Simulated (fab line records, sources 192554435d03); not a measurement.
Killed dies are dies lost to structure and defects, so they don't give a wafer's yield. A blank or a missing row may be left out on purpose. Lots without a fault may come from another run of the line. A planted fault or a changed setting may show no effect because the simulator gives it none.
fab line records | flow n5_finfet
record lots=5 wafers=15 last_day=18
route steps=1938 shown BEOL_M5@1182 BEOL_M6@1194
lots that met no fault: from a run of the same line without faults
start_h: hours from the record's first day to the start of the lot's first wafer shown | wait_h: hours since the lot's step before | " the same as in the row above | L1.1+2: a row that stands for several wafers | - no value, or no start given | * or withheld: withheld | < > ~ a bound
route shown NAME@n: a module of which the file shows steps, and the number in the route of the first | usual: mean/standard deviation of fault-free wafers | same: alike in all rows | chamber/n: place in a boat | sites: the reading at each site | _std_site: their standard deviation | _edge_site: outer sites' mean less inner sites' | radius_mm: how far each site lies from the wafer's centre | mask NAME#n: copy n | behind: the tool/chamber that last shaped the wafer | hold: why the lot was held/for how many hours/how that ended | device: the transistor (n, p or np) that didn't switch | end of line: the same wafers' tests at the end of the route | a step without rows: its recipe alone | killed: dies lost to structure and defects at the first sort, not the wafer's yield | map: a wafer's dies, x killed, . not, _ none there
set.NAME: the setting as run; set.NAME@STEP: as run at that earlier step | model.NAME: the simulator's own value behind a step, which no gauge read
lots at some steps of the route; a table a step, a row a wafer
services: from which hour (start_h, from the record's first day; less than 0 if before it) a tool's chamber was out of use, for how many hours, and why
## steps
# step N5_BEOL_M5_ANNEAL_89
# recipe temp_c=400 time_s=1800 ambient=vacuum
# usual heater_power_w=824/83
# columns lot.wafer tool chamber start_h wait_h heater_power_w
L086.1 pvd_sputter-01 - 250.90 0.0 845
L086.4 " - " " 686
L086.5 " - " " 861
L088.2 pvd_sputter-02 - 269.39 0.0 799
L088.3 " - " " 973
L088.6 " - " " 859
L093.1 pvd_sputter-02 - 294.50 0.0 954
L093.2 " - " " 808
L093.4 " - " " 876
L095.1 pvd_sputter-01 - 320.31 0.1 871
L095.3 " - " " 707
L095.5 " - 321.32 1.0 852
L097.1 pvd_sputter-03 - 330.08 0.0 773
L097.3 " - " " 702
L097.6 " - " " 821
# step N5_BEOL_M5_SPUTTER_90
# recipe material=Cu target_thk_a=45 temp_c=-20 chamber_pressure_pa=0.07 power_w=withheld time_s=8.29
# usual substrate_temp_c=-19.99/0.099 throttle_valve_pct=30.2/1.1
# columns lot.wafer tool chamber start_h wait_h substrate_temp_c throttle_valve_pct
L086.1 pvd_sputter-01 - 251.91 0.5 -20.13 30.5
L086.4 " - " " -19.96 29.9
L086.5 " - " " -19.97 30.8
L088.2 pvd_sputter-02 - 270.40 0.5 -19.86 30.1
L088.3 " - " " -20.07 30.6
L088.6 " - " " -20.01 28.1
L093.1 pvd_sputter-02 - 295.51 0.5 -19.86 30.4
L093.2 " - " " -20.14 30.1
L093.4 " - " " -20.15 28.1
L095.1 pvd_sputter-01 - 322.32 1.0 -19.86 30.8
L095.3 " - " " -20.09 29.8
L095.5 " - " " -19.86 30.9
L097.1 pvd_sputter-03 - 331.09 0.5 -19.90 30.4
L097.3 " - " " -19.97 30.8
L097.6 " - " " -19.88 30.0
# step N5_BEOL_M5_ECD_50
# recipe material=Cu target_thk_a=3000
# columns lot.wafer tool chamber start_h wait_h
L086.1+4+5 ecd_cu-02 0 252.02 0.1
L088.2+3+6 ecd_cu-02 1,0,0 270.52 0.1
L093.1+2+4 ecd_cu-02 0,1,1 295.63 0.1
L095.1+3+5 ecd_cu-01 0,1,0 322.52 0.1
L097.1+3+6 ecd_cu-01 0,0,1 331.21 0.1
# step N5_BEOL_M5_ANNEAL_51
# recipe temp_c=225 time_s=90 ambient=N2
# usual wafer_temp_C_max=225.94/0.21
# columns lot.wafer tool chamber start_h wait_h wafer_temp_C_max
L086.1 rtp_anneal-01 0 252.11 0.1 226.11
L086.4 " 0 " " 225.99
L086.5 " 0 " " 226.10
L088.2 rtp_anneal-01 0 270.65 0.1 226.00
L088.3 " 0 " " 225.57
L088.6 " 0 " " 225.84
L093.1 rtp_anneal-02 0 295.71 0.1 225.53
L093.2 " 0 " " 226.01
L093.4 " 0 " " 225.98
L095.1 rtp_anneal-01 0 322.61 0.1 226.00
L095.3 " 0 " " 226.05
L095.5 " 0 " " 226.11
L097.1 rtp_anneal-02 0 331.29 0.1 225.74
L097.3 " 0 " " 225.81
L097.6 " 0 " " 225.80
# step N5_BEOL_M5_CMP_52
# recipe stop_on=SiCOH_lowk t_overpolish_s=6.9 down_force_psi=1 platen_rpm=50 clearing_platen_down_force_psi=1.5 clearing_platen_rpm=50 post_cmp_clean=cu_alkaline target_thk_nm=62 clearing_platen_pad_velocity_m_s=0.99484 pad_velocity_m_s=0.99484
# usual barrier_field_endpoint_s=24.7/0.49 edge_zone_pressure_frac=1.000/0.0051 motor_current_A=5.9/0.54 overpolish_run_s=6.899/0.0093 pad_life_wafers=808/520 time_to_endpoint_s=62.6/2.3
# columns lot.wafer tool chamber start_h wait_h barrier_field_endpoint_s edge_zone_pressure_frac motor_current_A overpolish_run_s pad_life_wafers time_to_endpoint_s
L086.4 cmp-02 1 252.42 0.1 24.9 0.984 5.6 6.890 804 64.2
L086.1 " 0 " " 25.0 1.002 6.2 6.901 807 63.3
L086.5 " 1 " " 25.0 1.001 5.9 6.884 - 64.3
L088.3 cmp-04 1 270.90 0.2 24.7 0.998 6.5 6.903 240 62.6
L088.2 " 2 " " 24.2 0.999 6.8 6.881 241 62.9
L088.6 " 2 " " 24.5 0.997 7.3 6.884 - 64.9
L093.4 cmp-02 1 296.05 0.2 25.3 0.990 5.7 6.904 1165 62.9
L093.2 " 2 " " 25.2 1.000 5.7 6.905 1166 62.0
L093.1 " 3 " " 24.0 1.013 5.9 6.901 1167 61.0
L095.1 cmp-01 0 322.94 0.3 24.8 1.004 6.3 6.886 157 64.8
L095.3 " 1 " " 25.0 0.999 6.4 6.909 158 64.9
L095.5 " 3 " " 24.7 1.002 4.7 6.892 - 66.5
L097.3 cmp-01 1 331.63 0.2 24.3 0.997 6.5 6.907 211 66.6
L097.1 " 2 " " 24.3 1.002 6.5 6.915 212 64.1
L097.6 " 0 " " 25.1 1.004 6.3 6.896 - 66.6
# step N5_BEOL_M5_THK_MEAS_53
# recipe thk_meas_gauge=xrf reads=Cu_of_BEOL_M5_ECD_50
# usual M5_THK=61.7/1.8
# columns lot.wafer tool chamber start_h wait_h M5_THK[nm]
L086.1 film_metro-02 - 252.71 - 61.0
L086.4 " - " " 62.4
L086.5 " - " " 61.4
L088.2 film_metro-02 - 271.19 - 62.4
L088.3 " - " " 61.6
L088.6 " - " " 62.7
L093.1 film_metro-02 - 296.30 - 60.2
L093.2 " - " " 59.1
L093.4 " - " " 60.1
L095.1 film_metro-02 - 323.20 - 63.2
L095.3 " - " " 62.1
L095.5 " - " " 60.5
L097.1 film_metro-02 - 331.88 - 62.3
L097.3 " - " " 64.5
L097.6 " - " " 64.3
# step N5_BEOL_M5_PRE_CLEAN_77
# recipe gas=NH3/H2 time_s=15 temp_c=* rf_power_w=300
# usual heater_power_w=102/28
# columns lot.wafer tool chamber start_h wait_h heater_power_w
L086.1 cvd_co-01 0 252.75 0.0 78
L086.4 " 0 " " 76
L086.5 " 1 " " 148
L088.2 cvd_co-01 1 271.23 0.0 151
L088.3 " 2 " " 87
L088.6 " 0 " " 78
L093.1 cvd_co-01 1 296.34 0.0 153
L093.2 " 2 " " 89
L093.4 " 0 " " 78
L095.1 cvd_co-02 2 323.24 0.0 113
L095.3 " 1 " " 86
L095.5 " 0 " " 82
L097.1 cvd_co-02 1 331.92 0.0 89
L097.3 " 2 " " 112
L097.6 " 1 " " 87
# step N5_BEOL_M5_CO_CAP_78
# recipe material=Co target_thk_a=20 temp_c=200 precursor=CCTBA/H2 pressure_torr=30 time_s=102.1
# usual heater_power_w=257/35
# columns lot.wafer tool chamber start_h wait_h heater_power_w
L086.1 cvd_co-01 0 252.79 0.0 230
L086.4 " 0 " " 235
L086.5 " 1 " " 308
L088.2 cvd_co-01 1 271.27 0.0 316
L088.3 " 2 " " 243
L088.6 " 0 " " 228
L093.1 cvd_co-01 1 296.38 0.0 314
L093.2 " 2 " " 240
L093.4 " 0 " " 221
L095.1 cvd_co-02 2 323.28 0.0 273
L095.3 " 1 " " 245
L095.5 " 0 " " 229
L097.1 cvd_co-02 1 331.96 0.0 235
L097.3 " 2 " " 276
L097.6 " 1 " " 247
# step N5_BEOL_M5_PRE_CLEAN_55
# recipe gas=NH3 time_s=15 temp_c=withheld rf_power_w=300
# columns lot.wafer tool chamber start_h wait_h
L086.1+4+5 pecvd-04 1,1,0 252.88 0.1
L088.2+3+6 pecvd-03 0,2,0 271.36 0.1
L093.1+2+4 pecvd-01 0,1,0 296.47 0.1
L095.1+3+5 pecvd-04 1 323.37 0.1
L097.1+3+6 pecvd-04 0,2,0 332.05 0.1
# step N5_BEOL_M5_DEP_56
# recipe material=SiCN target_thk_a=80 temp_c=withheld precursor=3MS/NH3 pressure_torr=3 rf_w=202 time_s=14
# usual showerhead_plenum_p_Torr=3.654/0.011 showerhead_vpp_V=881/31 throttle_valve_pct=9.1/0.67
# columns lot.wafer tool chamber start_h wait_h showerhead_plenum_p_Torr showerhead_vpp_V throttle_valve_pct
L086.1 pecvd-04 1 252.91 0.0 3.654 867 8.4
L086.4 " 1 " " 3.654 866 8.6
L086.5 " 0 " " 3.661 919 9.2
L088.2 pecvd-03 0 271.39 0.0 3.642 849 10.3
L088.3 " 2 " " 3.638 869 8.0
L088.6 " 0 " " 3.651 866 10.3
L093.1 pecvd-01 0 296.50 0.0 3.656 945 9.4
L093.2 " 1 " " 3.643 869 9.0
L093.4 " 0 " " 3.663 950 9.4
L095.1 pecvd-04 1 323.40 0.0 3.649 863 8.8
L095.3 " 1 " " 3.658 852 8.8
L095.5 " 1 " " 3.665 855 8.7
L097.1 pecvd-04 0 332.08 0.0 3.675 931 9.3
L097.3 " 2 " " 3.640 841 8.9
L097.6 " 0 " " 3.670 919 9.1
# step N5_BEOL_M5_RS_MEAS_57
# recipe thk_meas_gauge=four-point-probe reads=Co_of_BEOL_M5_CO_CAP_78+Cu_of_BEOL_M5_ECD_50+Co_of_BEOL_M5_CVD_47+TaN_of_BEOL_M5_ALD_86
# usual M5_RS=0.385/0.013
# columns lot.wafer tool chamber start_h wait_h M5_RS[ohm/sq]
L086.1 film_metro-01 - 252.97 0.0 0.391
L086.4 " - " " 0.383
L086.5 " - " " 0.387
L088.2 film_metro-01 - 271.46 0.1 0.385
L088.3 " - " " 0.392
L088.6 " - " " 0.381
L093.1 film_metro-01 - 296.56 0.0 0.400
L093.2 " - " " 0.408
L093.4 " - " " 0.399
L095.1 film_metro-02 - 323.49 0.1 0.375
L095.3 " - " " 0.383
L095.5 " - " " 0.393
L097.1 film_metro-01 - 332.14 0.0 0.385
L097.3 " - " " 0.367
L097.6 " - " " 0.370
# step N5_BEOL_M5_INSPECT_58
# recipe inspect_instrument=darkfield mode=post_dep
# usual raw_defect_count=72/24
# columns lot.wafer tool chamber start_h wait_h raw_defect_count
L086.1 defect_inspect-02 - 253.00 0.0 58
L086.4 " - " " 62
L086.5 " - " " 75
L088.2 defect_inspect-02 - 271.48 0.0 158
L088.3 " - " " 115
L088.6 " - " " 76
L093.1 defect_inspect-01 - 296.59 0.0 47
L093.2 " - " " 68
L093.4 " - " " 86
L095.1 defect_inspect-01 - 323.51 0.0 37
L095.3 " - " " 42
L095.5 " - " " 45
L097.1 defect_inspect-02 - 332.17 0.0 78
L097.3 " - " " 58
L097.6 " - " " 63
# step N5_BEOL_M6_ILD_DEP_00
# recipe material=SiCOH_lowk target_thk_a=1797.5 temp_c=300 precursor=DEMS/porogen pressure_torr=5 rf_w=500 time_s=33.4
# usual heater_power_w=310/72 showerhead_plenum_p_Torr=5.732/0.014 showerhead_vpp_V=1422/65 throttle_valve_pct=13.7/0.66
# columns lot.wafer tool chamber start_h wait_h heater_power_w showerhead_plenum_p_Torr showerhead_vpp_V throttle_valve_pct
L086.1 pecvd-01 1 253.04 0.0 219 5.706 1402 13.5
L086.4 " 1 " " 223 5.717 1360 13.5
L086.5 " 2 " " 273 5.739 1394 12.7
L088.2 pecvd-04 2 271.52 0.0 424 5.717 1310 13.8
L088.3 " 0 " " 352 5.768 1460 13.9
L088.6 " 0 " " 359 5.734 1444 14.3
L093.1 pecvd-02 0 296.63 0.0 326 5.748 1505 14.0
L093.2 " 2 " " 389 5.751 1370 13.7
L093.4 " 0 " " 336 5.730 1499 13.8
L095.1 pecvd-01 1 323.55 0.0 174 5.715 1371 13.4
L095.3 " 0 " " 267 5.723 1456 14.6
L095.5 " 0 " " 271 5.710 1509 14.6
L097.1 pecvd-02 0 332.21 0.0 353 5.748 1514 14.0
L097.3 " 2 " " 436 5.729 1355 13.9
L097.6 " 2 " " 352 5.747 1344 13.9
# step N5_BEOL_M6_CURE_74
# recipe temp_c=385 time_s=240 ambient=He/Ar material=SiCOH_lowk
# usual lamp_power_pct=52.32/0.054 wafer_temp_C_max=386.9/0.61
# columns lot.wafer tool chamber start_h wait_h lamp_power_pct wafer_temp_C_max
L086.1 uv_cure-02 0 253.10 0.0 52.42 386.9
L086.4 " 0 " " 52.28 386.5
L086.5 " 0 " " 52.28 387.1
L088.2 uv_cure-03 1 271.66 0.1 52.24 387.6
L088.3 " 1 " " 52.25 387.4
L088.6 " 1 " " 52.38 387.2
L093.1 uv_cure-03 2 296.69 0.0 52.34 386.0
L093.2 " 2 " " 52.38 386.8
L093.4 " 2 " " 52.31 387.1
L095.1 uv_cure-02 1 323.62 0.0 52.33 387.6
L095.3 " 1 " " 52.39 387.3
L095.5 " 1 " " 52.42 387.7
L097.1 uv_cure-03 2 332.36 0.1 52.31 386.4
L097.3 " 2 " " 52.34 386.7
L097.6 " 2 " " 52.35 386.5
# step N5_BEOL_M6_THK_MEAS_01
# recipe reads=SiCOH_lowk_of_BEOL_M6_ILD_DEP_00
# usual M6_ILD_THK=155.4/1.7
# columns lot.wafer tool chamber start_h wait_h M6_ILD_THK[nm]
L086.1 film_metro-01 - 253.61 0.4 153.0
L086.4 " - " " 158.7
L086.5 " - " " 159.0
L088.2 film_metro-01 - 272.09 0.4 154.8
L088.3 " - " " 153.5
L088.6 " - " " 155.9
L093.1 film_metro-02 - 297.20 0.4 155.1
L093.2 " - " " 155.2
L093.4 " - " " 158.2
L095.1 film_metro-01 - 324.61 0.8 153.5
L095.3 " - " " 154.9
L095.5 " - " " 157.5
L097.1 film_metro-02 - 333.35 0.8 153.6
L097.3 " - " " 153.6
L097.6 " - " " 153.4
# step N5_BEOL_M6_PECVD_70
# recipe material=SiO2 target_thk_a=200 temp_c=400 precursor=TEOS/O2 pressure_torr=5.5 rf_w=450 teos_flow_sccm=53.8 gas=O2 flow_sccm=3000 time_s=22.7
# usual heater_power_w=740/110 showerhead_plenum_p_Torr=8.75/0.05 showerhead_vpp_V=1343/67 throttle_valve_pct=22.1/0.88
# columns lot.wafer tool chamber start_h wait_h heater_power_w showerhead_plenum_p_Torr showerhead_vpp_V throttle_valve_pct
L086.1 pecvd-04 2 253.65 0.0 781 8.69 1234 21.5
L086.4 " 2 " " 787 8.67 1262 21.9
L086.5 " 0 " " 715 8.81 1367 22.6
L088.2 pecvd-02 2 272.13 0.0 783 8.79 1262 22.1
L088.3 " 1 " " 628 8.77 1380 22.6
L088.6 " 2 " " 787 8.79 1267 22.3
L093.1 pecvd-02 2 297.24 0.0 775 8.80 1279 22.5
L093.2 " 0 " " 822 8.77 1448 22.6
L093.4 " 2 " " 789 8.78 1270 22.1
L095.1 pecvd-04 2 324.65 0.0 787 8.70 1254 22.0
L095.3 " 2 " " 791 8.67 1263 22.0
L095.5 " 2 " " 754 8.67 1267 21.9
L097.1 pecvd-01 2 333.39 0.0 653 8.83 1310 20.3
L097.3 " 1 " " 562 8.68 1341 21.9
L097.6 " 1 " " 572 8.67 1317 21.6
# step N5_BEOL_M6_HM_DEP_02
# recipe material=TiN target_thk_a=200 temp_c=25 chamber_pressure_pa=0.49996
# usual substrate_temp_c=24.99/0.1 throttle_valve_pct=30.2/1
# columns lot.wafer tool chamber start_h wait_h substrate_temp_c throttle_valve_pct
L086.1 pvd_sputter-03 - 254.35 0.7 25.03 28.9
L086.4 " - " " 24.82 30.8
L086.5 " - " " 24.87 29.0
L088.2 pvd_sputter-01 - 272.74 0.6 25.09 29.6
L088.3 " - " " 24.91 30.5
L088.6 " - " " 25.03 29.8
L093.1 pvd_sputter-03 - 299.32 2.1 25.05 30.2
L093.2 " - " " 24.99 31.1
L093.4 " - " " 25.12 30.0
L095.1 pvd_sputter-01 - 324.75 0.1 24.86 30.6
L095.3 " - " " 25.00 29.5
L095.5 " - " " 24.98 29.6
L097.1 pvd_sputter-02 - 334.04 0.6 25.09 30.5
L097.3 " - " " 25.08 30.0
L097.6 " - " " 25.18 30.5
# step N5_BEOL_M6_COAT_59
# recipe resist=SOC temp_c=250 time_s=60 spin_rpm=1500 resist_thk_nm=100
# usual exhaust_pa=44.8/0.91
# columns lot.wafer tool chamber start_h wait_h exhaust_pa
L086.1 litho_track-04 0 254.47 0.1 45.5
L086.4 " 0 " " 44.4
L086.5 " 0 " " 44.7
L088.2 litho_track-04 0 272.87 0.1 45.1
L088.3 " 0 " " 43.8
L088.6 " 0 " " 43.6
L093.1 litho_track-03 0 299.46 0.1 43.2
L093.2 " 0 " " 42.6
L093.4 " 0 " " 43.5
L095.1 litho_track-03 0 324.98 0.1 45.8
L095.3 " 0 " " 44.9
L095.5 " 0 " " 44.6
L097.1 litho_track-03 0 334.17 0.1 44.9
L097.3 " 0 " " 44.9
L097.6 " 0 " " 44.8
# step N5_BEOL_M6_COAT_60
# recipe resist=SiARC temp_c=220 time_s=60 spin_rpm=1500 resist_thk_nm=35
# usual exhaust_pa=44.8/0.92
# columns lot.wafer tool chamber start_h wait_h exhaust_pa
L086.1 litho_track-04 0 - - 45.0
L086.4 " 0 " " 44.5
L086.5 " 0 " " 45.0
L088.2 litho_track-04 0 - - 44.2
L088.3 " 0 " " 42.2
L088.6 " 0 " " 45.9
L093.1 litho_track-03 0 - - 44.6
L093.2 " 0 " " 44.0
L093.4 " 0 " " 45.9
L095.1 litho_track-03 0 - - 44.3
L095.3 " 0 " " 44.2
L095.5 " 0 " " 43.4
L097.1 litho_track-03 0 - - 45.2
L097.3 " 0 " " 45.5
L097.6 " 0 " " 46.7
# step N5_BEOL_M6_COAT_05
# recipe resist=CAR-ArF spin_rpm=1500 resist_thk_nm=90
# usual exhaust_pa=45.0/0.9
# columns lot.wafer tool chamber start_h wait_h exhaust_pa
L086.1 litho_track-04 0 - - 45.1
L086.4 " 0 " " 44.9
L086.5 " 0 " " 44.8
L088.2 litho_track-04 0 - - 44.0
L088.3 " 0 " " 45.8
L088.6 " 0 " " 43.9
L093.1 litho_track-03 0 - - 43.8
L093.2 " 0 " " 45.8
L093.4 " 0 " " 44.6
L095.1 litho_track-03 0 - - 44.2
L095.3 " 0 " " 45.8
L095.5 " 0 " " 44.8
L097.1 litho_track-03 0 - - 45.1
L097.3 " 0 " " 44.7
L097.6 " 0 " " 44.6
# step N5_BEOL_M6_EBR_07
# recipe solvent=PGMEA ebr_width_mm=1.5
# usual exhaust_pa=44.9/0.88
# columns lot.wafer tool chamber start_h wait_h exhaust_pa
L086.1 litho_track-04 0 - - 45.1
L086.4 " 0 " " 43.0
L086.5 " 0 " " 45.0
L088.2 litho_track-04 0 - - 43.9
L088.3 " 0 " " 44.0
L088.6 " 0 " " 44.3
L093.1 litho_track-03 0 - - 45.9
L093.2 " 0 " " 45.7
L093.4 " 0 " " 45.2
L095.1 litho_track-03 0 - - 45.2
L095.3 " 0 " " 43.5
L095.5 " 0 " " 45.2
L097.1 litho_track-03 0 - - 44.9
L097.3 " 0 " " 45.1
L097.6 " 0 " " 45.1
# step N5_BEOL_M6_SOFTBAKE_06
# recipe temp_c=110 time_s=60 resist=CAR-ArF
# usual exhaust_pa=45.1/0.93
# columns lot.wafer tool chamber start_h wait_h exhaust_pa
L086.1 litho_track-04 0 - - 44.6
L086.4 " 0 " " 45.6
L086.5 " 0 " " 46.3
L088.2 litho_track-04 0 - - 46.9
L088.3 " 0 " " 46.6
L088.6 " 0 " " 45.0
L093.1 litho_track-03 0 - - 45.0
L093.2 " 0 " " 45.0
L093.4 " 0 " " 43.5
L095.1 litho_track-03 0 - - 45.7
L095.3 " 0 " " 46.5
L095.5 " 0 " " 46.6
L097.1 litho_track-03 0 - - 43.6
L097.3 " 0 " " 44.6
L097.6 " 0 " " 44.1
# step N5_BEOL_M6_EXPOSE_08
# recipe mask_id=M6 na=1.35 source_shape=dipole sigma_inner=0.817 sigma_outer=0.97 polarization=te dose_mj=68.25
# same sigma_inner=0.817
# columns lot.wafer tool chamber start_h wait_h mask
L086.1+4+5 arfi_scanner-03 0 254.72 - M6#0
L088.2+3+6 arfi_scanner-01 0 273.11 - M6#0
L093.1+2+4 arfi_scanner-02 0 299.58 - M6#0
L095.1+3+5 arfi_scanner-03 0 325.22 - M6#0
L097.1+3+6 arfi_scanner-01 0 334.29 - M6#0
# step N5_BEOL_M6_PEB_09
# recipe peb_temp_c=withheld peb_time_s=60 resist=CAR-ArF
# usual exhaust_pa=44.9/0.88
# same peb_time_s=60
# columns lot.wafer tool chamber start_h wait_h exhaust_pa
L086.1 litho_track-04 0 254.78 0.1 45.0
L086.4 " 0 " " 45.8
L086.5 " 0 " " 45.1
L088.2 litho_track-02 0 273.17 0.0 44.3
L088.3 " 0 " " 44.4
L088.6 " 0 " " 45.7
L093.1 litho_track-04 0 299.64 0.1 46.0
L093.2 " 0 " " 45.0
L093.4 " 0 " " 46.2
L095.1 litho_track-03 0 325.28 0.1 44.0
L095.3 " 0 " " 45.0
L095.5 " 0 " " 44.0
L097.1 litho_track-02 0 334.35 0.1 44.4
L097.3 " 0 " " 43.6
L097.6 " 0 " " 44.2
# step N5_BEOL_M6_DEVELOP_10
# recipe develop_time_s=30 developer=TMAH resist=CAR-ArF rinse_liquid=diw dry=air_spin dev_temp_c=23
# usual exhaust_pa=45.2/0.93
# columns lot.wafer tool chamber start_h wait_h exhaust_pa
L086.1 litho_track-04 0 - - 45.9
L086.4 " 0 " " 45.9
L086.5 " 0 " " 44.9
L088.2 litho_track-02 0 - - 43.8
L088.3 " 0 " " 44.5
L088.6 " 0 " " 45.7
L093.1 litho_track-04 0 - - 46.7
L093.2 " 0 " " 46.0
L093.4 " 0 " " 45.4
L095.1 litho_track-03 0 - - 46.2
L095.3 " 0 " " 45.8
L095.5 " 0 " " 45.4
L097.1 litho_track-02 0 - - 45.0
L097.3 " 0 " " 45.8
L097.6 " 0 " " 45.5
# step N5_BEOL_M6_CD_MEAS_11
# recipe target_cd_nm=38.5 landing_energy_ev=500 detector=se_inlens polarity=opening
# usual cd_nm=38.5/0.35
# columns lot.wafer tool chamber start_h wait_h cd_nm
L086.1 cd_sem-01 0 254.84 - 39.0
L086.4 " 0 " " 39.0
L086.5 " 0 " " 39.2
L088.2 cd_sem-02 0 273.24 - 38.5
L088.3 " 0 " " 38.2
L088.6 " 0 " " 38.1
L093.1 cd_sem-03 0 299.70 - 38.4
L093.2 " 0 " " 39.0
L093.4 " 0 " " 38.7
L095.1 cd_sem-01 0 325.35 - 38.7
L095.3 " 0 " " 38.3
L095.5 " 0 " " 38.7
L097.1 cd_sem-03 0 334.42 - 38.7
L097.3 " 0 " " 38.9
L097.6 " 0 " " 39.0
# step N5_BEOL_M6_OVL_MEAS_12
# recipe points_per_wafer=44
# usual M6_OVL=0.4/0.77
# columns lot.wafer tool chamber start_h wait_h M6_OVL[nm]
L086.1 overlay-02 0 254.87 0.0 1.0
L086.4 " 0 " " 1.3
L086.5 " 0 " " 0.9
L088.2 overlay-02 0 273.27 0.0 0.5
L088.3 " 0 " " -0.3
L088.6 " 0 " " -0.2
L093.1 overlay-02 0 299.73 0.0 1.0
L093.2 " 0 " " 0.4
L093.4 " 0 " " 0.8
L095.1 overlay-02 0 325.38 0.0 0.1
L095.3 " 0 " " 0.8
L095.5 " 0 " " 1.0
L097.1 overlay-02 0 334.45 0.0 -0.4
L097.3 " 0 " " 0.3
L097.6 " 0 " " 0.0
# step N5_BEOL_M6_INSPECT_13
# recipe mode=adi inspect_instrument=brightfield
# usual raw_defect_count=399/93
# columns lot.wafer tool chamber start_h wait_h raw_defect_count
L086.1 defect_inspect-01 - 254.90 0.0 441
L086.4 " - " " 452
L086.5 " - " " 482
L088.2 defect_inspect-01 - 273.29 0.0 593
L088.3 " - " " 570
L088.6 " - " " 419
L093.1 defect_inspect-02 - 299.76 0.0 377
L093.2 " - " " 299
L093.4 " - " " 325
L095.1 defect_inspect-01 - 325.40 0.0 238
L095.3 " - " " 363
L095.5 " - " " 351
L097.1 defect_inspect-02 - 334.47 0.0 504
L097.3 " - " " 461
L097.6 " - " " 506
# step N5_BEOL_M6_DESCUM_16
# recipe chemistry=O2 time_s=7.9 source_power_w=50 bias_power_w=20 pressure_mtorr=20 rf_frequency_hz=2.712e+07 temp_c=40 resist=CAR-ArF o2_flow_sccm=225
# usual chamber_pressure_mTorr=20.001/0.018 drypump_motor_current_A=5.5/0.37 oes_product_au=0.81/0.077 rf_vpp_V=243.2/1.3 showerhead_plenum_p_Torr=2.10/0.069 temp_c=40.00/0.12 throttle_valve_pct=20.4/0.31
# columns lot.wafer tool chamber start_h wait_h chamber_pressure_mTorr drypump_motor_current_A oes_product_au rf_hours_counter_h rf_vpp_V showerhead_plenum_p_Torr temp_c throttle_valve_pct
L086.1 rie_diel-04 0 254.93 0.0 20.000 5.4 0.79 90 244.0 2.21 39.68 20.8
L086.4 " 3 " " 20.000 5.5 0.85 62 243.7 2.12 40.03 20.0
L086.5 " 0 " " 19.996 5.4 0.79 - 246.0 2.21 39.91 20.8
L088.2 rie_diel-06 2 273.33 0.0 19.978 5.0 0.79 121 241.6 2.01 40.11 20.6
L088.3 " 3 " " 20.034 6.5 0.69 235 244.0 2.14 40.08 20.6
L088.6 " 0 " " 20.018 5.5 0.70 - 241.9 2.07 40.01 20.3
L093.1 rie_diel-06 1 299.89 0.1 19.966 5.3 0.72 180 243.0 2.00 39.92 20.8
L093.2 " 2 " " 19.988 5.0 0.78 134 240.7 2.00 39.98 20.6
L093.4 " 3 " " 20.027 6.5 0.68 - 244.6 2.14 39.73 20.6
L095.1 rie_diel-06 2 325.64 0.2 19.993 5.0 0.76 143 240.9 2.00 40.02 20.6
L095.3 " 0 " " 20.011 5.4 0.70 237 241.8 2.06 39.83 20.3
L095.5 " 1 " " 19.987 5.3 0.72 - 240.5 1.99 40.09 20.8
L097.1 rie_diel-04 2 334.50 0.0 20.002 5.7 0.79 100 242.5 2.10 40.10 20.0
L097.3 " 3 " " 19.993 5.5 0.83 87 243.0 2.11 39.83 20.0
L097.6 " 0 " " 20.042 5.4 0.76 - 246.0 2.21 40.01 20.9
# step N5_BEOL_M6_ETCH_61
# recipe chemistry=CF4 target=SiARC target_depth_a=455 mask_material=CAR-ArF time_s=75.8 ion_energy_ev=80 pressure_mtorr=40 source_w=545 bias_w=36 Ar_flow_sccm=100 cf4_flow_sccm=100 ends=cleared
# usual chamber_pressure_mTorr=40.00/0.036 drypump_motor_current_A=5.5/0.36 etch_rf_on_time_s=75.6/1.1 oes_product_au=0.69/0.066 rf_vpp_V=184.1/1 showerhead_plenum_p_Torr=2.15/0.064 throttle_valve_pct=15.60/0.28
# columns lot.wafer tool chamber start_h wait_h chamber_pressure_mTorr drypump_motor_current_A etch_rf_on_time_s oes_product_au rf_hours_counter_h rf_vpp_V showerhead_plenum_p_Torr throttle_valve_pct
L086.1 rie_diel-04 0 254.97 0.0 40.02 5.4 75.5 0.68 90 185.9 2.24 15.83
L086.4 " 3 " " 39.98 5.5 74.7 0.73 62 185.0 2.17 15.16
L086.5 " 0 " " 40.03 5.4 74.5 0.68 - 185.3 2.24 15.81
L088.2 rie_diel-06 2 273.36 0.0 40.05 5.0 75.7 0.68 121 183.7 2.08 15.85
L088.3 " 3 " " 40.10 6.5 75.8 0.59 235 186.0 2.20 15.84
L088.6 " 0 " " 40.03 5.5 76.2 0.60 - 184.0 2.12 15.63
L093.1 rie_diel-06 1 299.93 0.0 39.98 5.3 75.4 0.62 180 182.1 2.05 15.99
L093.2 " 2 " " 39.94 5.0 76.4 0.66 134 182.6 2.07 15.86
L093.4 " 3 " " 40.02 6.5 76.9 0.57 - 184.4 2.19 15.88
L095.1 rie_diel-06 2 325.68 0.0 40.04 5.0 76.2 0.65 143 183.3 2.07 15.88
L095.3 " 0 " " 40.02 5.5 76.6 0.60 237 184.7 2.12 15.65
L095.5 " 1 " " 39.98 5.3 74.9 0.61 - 182.2 2.04 15.99
L097.1 rie_diel-04 2 334.54 0.0 40.03 5.7 74.6 0.68 100 185.1 2.16 15.22
L097.3 " 3 " " 39.97 5.5 74.1 0.72 87 184.8 2.16 15.22
L097.6 " 0 " " 39.97 5.4 76.5 0.64 - 185.0 2.23 15.88
## services
# columns tool chamber start_h hours kind
uv_cure-02 - 229.35 2.1 pm
cmp-01 - 230.12 0.3 repair
pecvd-01 2 234.74 4.8 repair
uv_cure-03 - 241.28 22.2 pm
ecd_cu-02 - 247.89 1.5 repair
arfi_scanner-01 - 248.30 1.3 pm
arfi_scanner-01 - 252.76 3.9 pm
pecvd-02 0 253.33 6.3 repair
pecvd-04 0 254.36 4.9 repair
cmp-01 - 277.20 1.9 repair
arfi_scanner-01 - 288.02 1.0 pm
cmp-02 - 288.98 0.9 repair
cmp-01 - 292.69 1.4 repair
arfi_scanner-03 - 296.35 1.8 repair
cmp-01 - 298.24 4.0 pm
ecd_cu-02 - 298.86 2.1 repair
arfi_scanner-03 - 300.48 1.3 pm
cvd_co-02 - 307.63 9.0 repair
cvd_co-01 0 308.66 4.1 repair
pecvd-01 - 310.45 1.7 repair
cmp-01 - 314.04 0.4 repair
arfi_scanner-03 - 314.22 0.8 pm
pecvd-02 - 316.35 6.0 pm
arfi_scanner-01 - 322.50 0.8 pm
## key
fault none
